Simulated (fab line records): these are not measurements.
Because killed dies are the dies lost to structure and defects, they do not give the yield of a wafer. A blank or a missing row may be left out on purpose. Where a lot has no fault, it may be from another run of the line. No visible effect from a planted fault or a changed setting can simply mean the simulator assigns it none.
Comparing a struck lot with a sound one    flow n5 finfet    15 steps out of a route of 1938
Sound: these wafers, L479.1, L479.3, L479.4. Wafers L486.1, L486.3, L486.6 were the ones struck. The cause is given at the end.
Order at every step that has rows: each side's tool, ch and its chambers, its first start. Under that, the readings that differ: sound wafers    struck wafers    difference of the means    sigmas: that difference in standard deviations of wafers without a fault.
alike: readings whose means differ by less than 2 such deviations, and words and numbers that are the same on both sides. not compared: withheld readings, readings that some wafer has no value for, bounds like >300 that may hide the same value, and numbers for which the record gives no deviation and whose values overlap.
The two part at a step that has a row with sigmas, a row that says differs or no value, or rows on one side only. Numbers that don't overlap but have no deviation are shown without sigmas and don't part them. A reading that every wafer of one side lacks parts them only if that side has two wafers or more.

first, 7 steps without rows for these wafers: N5_MIM_BOT_LITHO_COAT_02; N5_MIM_BOT_LITHO_EBR_04; N5_MIM_BOT_LITHO_SOFTBAKE_03 (time 90 s); N5_MIM_BOT_LITHO_EXPOSE_05 (exposes mask MIM BOT); N5_MIM_BOT_LITHO_PEB_06; N5_MIM_BOT_LITHO_DEVELOP_07 (develop time 60 s); N5_MIM_BOT_LITHO_HARDBAKE_09 (time 120 s).
N5_MIM_BOT_LITHO_CD_MEAS_08: target cd 3000 nm.
  sound on cd sem-01 ch 0, day 12 11:24; struck on cd sem-02 ch 0, day 14 12:14
  alike: cd nm
N5_MIM_BOT_LITHO_OVL_MEAS_11:
  sound on overlay-01 ch 0, day 12 11:26; struck on overlay-02 ch 0, day 14 12:16
  alike: MIM_BOT_OVL
N5_MIM_BOT_LITHO_INSPECT_12: inspects for defects (macro).
  struck on defect inspect-02, day 14 12:18; sound on defect inspect-02, day 12 11:28
  alike: raw defect count
N5_MIM_BOT_LITHO_DESCUM_10: chemistry O2, time 7.9 s.
  sound on rie diel-02 ch 0,1,3, day 12 11:29; struck on rie diel-01 ch 0,3, day 14 12:20
  alike: drypump motor current A, oes product au, rf vpp V, showerhead plenum p Torr, temp c, throttle valve pct
  not compared: rf hours counter h
N5_MIM_BOT_ETCH_ETCH_04: etches SiNx in CF4/O2, target depth 26 nm, time 13 s.
  sound on rie diel-02 ch 0,1,3, day 12 11:34; struck on rie diel-01 ch 0,3, day 14 12:24
  alike: O2_flow_sccm, drypump motor current A, oes product au, rf fwd power W, rf vpp V, showerhead plenum p Torr, throttle valve pct
  not compared: rf hours counter h
N5_MIM_BOT_ETCH_ETCH_03: etches the open film in Cl2/BCl3, target depth 12 nm.
  sound on rie metal-03 ch 1, day 12 11:39; struck on rie metal-02 ch 0,1, day 14 12:29
reading                               sound              struck                difference  sigmas
rf fwd power W (W)                    798.4 792.9 800.0  1272.8 1271.8 1277.3  +476.9      +99 or more
model.etch.depth nm (nm)              12.24 12.31 12.25  17.87 17.74 18.74     +5.85       
model.MIM_BOT_ETCH.cd offset nm (nm)  -0.8 -0.6 -0.6     -2.4 -2.2 -3.4        -2.0        
  alike: drypump motor current A, he backside leak sccm, oes product au, throttle valve pct
  not compared: rf hours counter h, model.coat_of_MIM_BOT_LITHO_COAT_02.thk nm
N5_MIM_BOT_ETCH_ETCH_00: etches TiN in Cl2/BCl3, target depth 45.5 nm.
  sound on rie metal-03 ch 1, day 12 11:50; struck on rie metal-02 ch 0,1, day 14 12:35
reading                               sound         struck          difference  sigmas
model.MIM_BOT_ETCH.cd offset nm (nm)  -1 -0.6 -0.6  -2.2 -2.2 -3.4  -1.9        
  alike: drypump motor current A, he backside leak sccm, oes product au, rf fwd power W, throttle valve pct
  not compared: rf hours counter h, model.coat_of_MIM_BOT_LITHO_COAT_02.thk nm
N5_MIM_BOT_ETCH_STRIP_01: strips in O2.
  sound on rie diel-01 ch 0,1,3, day 12 12:05; struck on rie diel-01 ch 0,1,3, day 14 12:43
  alike: drypump motor current A, oes product au, rf vpp V, showerhead plenum p Torr, temp c, throttle valve pct
  not compared: rf hours counter h

WHERE THEY PART
Only at N5_MIM_BOT_ETCH_ETCH_03, within this record. Later steps at which nothing parts them and some readings are alike: N5_MIM_BOT_ETCH_ETCH_00, N5_MIM_BOT_ETCH_STRIP_01.

WHY: the cause the simulator had injected
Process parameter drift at N5_MIM_BOT_ETCH_ETCH_03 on rie metal-02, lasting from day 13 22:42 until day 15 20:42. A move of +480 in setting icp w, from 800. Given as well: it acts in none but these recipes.
